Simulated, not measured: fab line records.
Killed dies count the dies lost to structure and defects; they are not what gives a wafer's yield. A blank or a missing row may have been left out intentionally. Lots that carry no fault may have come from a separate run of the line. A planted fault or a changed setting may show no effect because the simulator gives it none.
A struck lot beside a sound one / flow n5_finfet / 23 out of 1938 route steps
Sound: the wafers L401.3, L401.4, L401.6. Struck: wafers L413.4, L413.5, L413.6. Last of all comes the cause.
At each step with rows: each side's tool, then ch and its chambers, then its first start. Under that, the readings that differ: sound wafers / struck wafers / difference of the means / sigmas: that difference in standard deviations of wafers without a fault.
alike: a reading whose means differ by less than 2 such deviations, as well as words and numbers matching on both sides. not compared: withheld readings; readings where some wafer has no value; bounds like >300 that might hide an equal value; numbers whose values overlap and for which the record gives no deviation.
A row with sigmas, a row that says differs or no value, or rows on one side alone: a step with any of these is where the two part. Non-overlapping numbers with no deviation appear without sigmas and do not part them. A reading missing from all wafers of one side parts the sides only when that side holds two or more wafers.

first, 10 steps without rows for these wafers: N5_BEOL_M5_DESCUM_16 (chemistry O2, time 7 s); N5_BEOL_M5_ETCH_72 (etches underlayer in N2/H2, target depth 6.5 nm, time 5.2 s); N5_BEOL_M5_ETCH_61 (etches SiARC in CF4, target depth 15.6 nm, time 26 s); N5_BEOL_M5_ETCH_62 (etches SOC in N2/H2, target depth 75 nm, overetch 15 nm, time 112.5 s); N5_BEOL_M5_STRIP_63 (strips in N2/H2); N5_BEOL_M5_STRIP_73 (strips in N2/H2); N5_BEOL_M5_STRIP_64 (strips in CF4); N5_BEOL_M5_HM_OPEN_17 (chemistry Cl2/BCl3, target TiN, target depth 20 nm, overetch 6 nm); N5_BEOL_M5_STRIP_19 (strips in O2); N5_BEOL_M5_COAT_65 (time 60 s, resist thk 60 nm).
N5_BEOL_M5_COAT_66: time 60 s, resist thk 12 nm.
  sound on litho_track-01 ch 0, day 9 17:17; struck on litho_track-01 ch 0, day 13 07:28
reading=spin_speed_rpm (rpm); sound=1498.9 1500.1 1501.1; struck=1320.6 1322.1 1322.8; difference=-178.2; sigmas=-99 or more
reading=model.SiARC_of_BEOL_M5_COAT_66.thk_nm (nm); sound=12 12 12; struck=12.8 12.8 12.8; difference=+0.8; sigmas=
then, 9 steps without rows for these wafers: N5_BEOL_M5_COAT_74 (time 60 s, resist thk 5 nm); N5_BEOL_M5_COAT_22 (resist thk 30 nm); N5_BEOL_M5_EBR_24; N5_BEOL_M5_SOFTBAKE_23 (time 60 s); N5_BEOL_M5_EXPOSE_25 (exposes mask V4, defocus 10 nm); N5_BEOL_M5_PEB_26 (peb time 60 s); N5_BEOL_M5_DEVELOP_27 (develop time 30 s); N5_BEOL_M5_DESCUM_33 (chemistry O2, time 7 s); N5_BEOL_M5_ETCH_75 (etches underlayer in N2/H2, target depth 6.5 nm, time 5.2 s).
N5_BEOL_M5_ETCH_67: etches SiARC in CF4, target depth 15.6 nm, time 26 s.
  sound on rie_diel-03 ch 0,2,3, day 9 17:53; struck on rie_diel-01 ch 0,1, day 13 07:57
reading=model.etch.depth_nm (nm); sound=12.07 12.06 12.06; struck=12.8 12.77 12.78; difference=+0.7; sigmas=
reading=model.CAR-EUV_of_BEOL_M5_COAT_22.thk_nm (nm); sound=11 11.2 11; struck=10.4 10.4 10.6; difference=-0.6; sigmas=
  alike: drypump_motor_current_A, etch_rf_on_time_s, oes_product_au, rf_vpp_V, showerhead_plenum_p_Torr, throttle_valve_pct
  not compared: rf_hours_counter_h
N5_BEOL_M5_ETCH_68: etches SOC in N2/H2, target depth 80 nm, overetch 16 nm, time 120 s.
  sound on rie_diel-03 ch 0,2,3, day 9 17:55; struck on rie_diel-01 ch 0,1, day 13 07:59
  alike: drypump_motor_current_A, oes_product_au, rf_vpp_V, showerhead_plenum_p_Torr, throttle_valve_pct
  not compared: rf_hours_counter_h, model.SiARC_of_BEOL_M5_COAT_66.thk_nm
then, 1 step without rows for these wafers: N5_BEOL_M5_STRIP_69 (strips in N2/H2).

## WHERE THEY PART
At N5_BEOL_M5_COAT_66 and nowhere else, as far as this record goes. Later steps at which nothing parts them and some readings are alike: N5_BEOL_M5_ETCH_67, N5_BEOL_M5_ETCH_68.

WHY: whatever the simulator had introduced
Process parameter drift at N5_BEOL_M5_COAT_66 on litho_track-01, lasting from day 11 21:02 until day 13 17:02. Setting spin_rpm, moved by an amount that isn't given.
